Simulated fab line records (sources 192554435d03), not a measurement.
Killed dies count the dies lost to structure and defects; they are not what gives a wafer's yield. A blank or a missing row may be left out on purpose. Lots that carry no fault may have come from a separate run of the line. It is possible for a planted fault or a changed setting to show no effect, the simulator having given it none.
Chamber matching :: flow n5_finfet :: N5_DUMMY_REMOVAL_STRIP_10 on rie_diel-02 has 4 sister chambers
The step strips in N2/H2, time 40 s. 8 wafers are shown with their chamber, then 9 later ones without.

== WAFERS WITH THEIR CHAMBER ==
wafer: L083.3
chamber: 0
showerhead_plenum_p_Torr (Torr): 3.45
drypump_motor_current_A (A): 6.4

wafer: L083.6
chamber: 2
showerhead_plenum_p_Torr (Torr): 3.25
drypump_motor_current_A (A): 6.3

wafer: L086.1
chamber: 2
showerhead_plenum_p_Torr (Torr): 3.24
drypump_motor_current_A (A): 6.3

wafer: L086.2
chamber: 1
showerhead_plenum_p_Torr (Torr): 3.47
drypump_motor_current_A (A): 5.1

wafer: L086.6
chamber: 1
showerhead_plenum_p_Torr (Torr): 3.47
drypump_motor_current_A (A): 5.1

wafer: L087.1
chamber: 3
showerhead_plenum_p_Torr (Torr): 3.38
drypump_motor_current_A (A): 6.5

wafer: L087.5
chamber: 0
showerhead_plenum_p_Torr (Torr): 3.45
drypump_motor_current_A (A): 6.5

wafer: L087.6
chamber: 3
showerhead_plenum_p_Torr (Torr): 3.38
drypump_motor_current_A (A): 6.5

== WAFERS WHOSE CHAMBER IS MISSING ==
wafer: L089.3
showerhead_plenum_p_Torr (Torr): 3.47
drypump_motor_current_A (A): 5.1

wafer: L089.5
showerhead_plenum_p_Torr (Torr): 3.47
drypump_motor_current_A (A): 5.1

wafer: L089.6
showerhead_plenum_p_Torr (Torr): 3.44
drypump_motor_current_A (A): 6.5

wafer: L091.2
showerhead_plenum_p_Torr (Torr): 3.44
drypump_motor_current_A (A): 6.4

wafer: L091.3
showerhead_plenum_p_Torr (Torr): 3.24
drypump_motor_current_A (A): 6.3

wafer: L091.5
showerhead_plenum_p_Torr (Torr): 3.38
drypump_motor_current_A (A): 6.5

wafer: L093.1
showerhead_plenum_p_Torr (Torr): 3.24
drypump_motor_current_A (A): 6.3

wafer: L093.2
showerhead_plenum_p_Torr (Torr): 3.37
drypump_motor_current_A (A): 6.4

wafer: L093.6
showerhead_plenum_p_Torr (Torr): 3.46
drypump_motor_current_A (A): 5.1

== EACH ONE'S CHAMBER ==
wafer: L089.3
from the rows above: 1
in truth: 1

wafer: L089.5
from the rows above: 1
in truth: 1

wafer: L089.6
from the rows above: 0
in truth: 0

wafer: L091.2
from the rows above: 0
in truth: 0

wafer: L091.3
from the rows above: 2
in truth: 2

wafer: L091.5
from the rows above: 3
in truth: 3

wafer: L093.1
from the rows above: 2
in truth: 2

wafer: L093.2
from the rows above: 3
in truth: 3

wafer: L093.6
from the rows above: 1
in truth: 1
Correctly placed: 9 of 9. Not placeable from these rows: 0. Placed wrongly: 0.
How it was worked out, from the rows above alone: a wafer's distance from a chamber is the root of the sum, over the readings, of the square of ((its reading less the chamber's mean) divided by the reading's scatter). The wafer belongs to the nearest chamber; if the next one is less than 2 further off, it can't be placed. Each chamber's mean is taken over the wafers shown for it. The scatter is the square root of a quotient: the sum, over the shown wafers, of each reading's squared deviation from its chamber's mean, divided by wafers minus chambers.
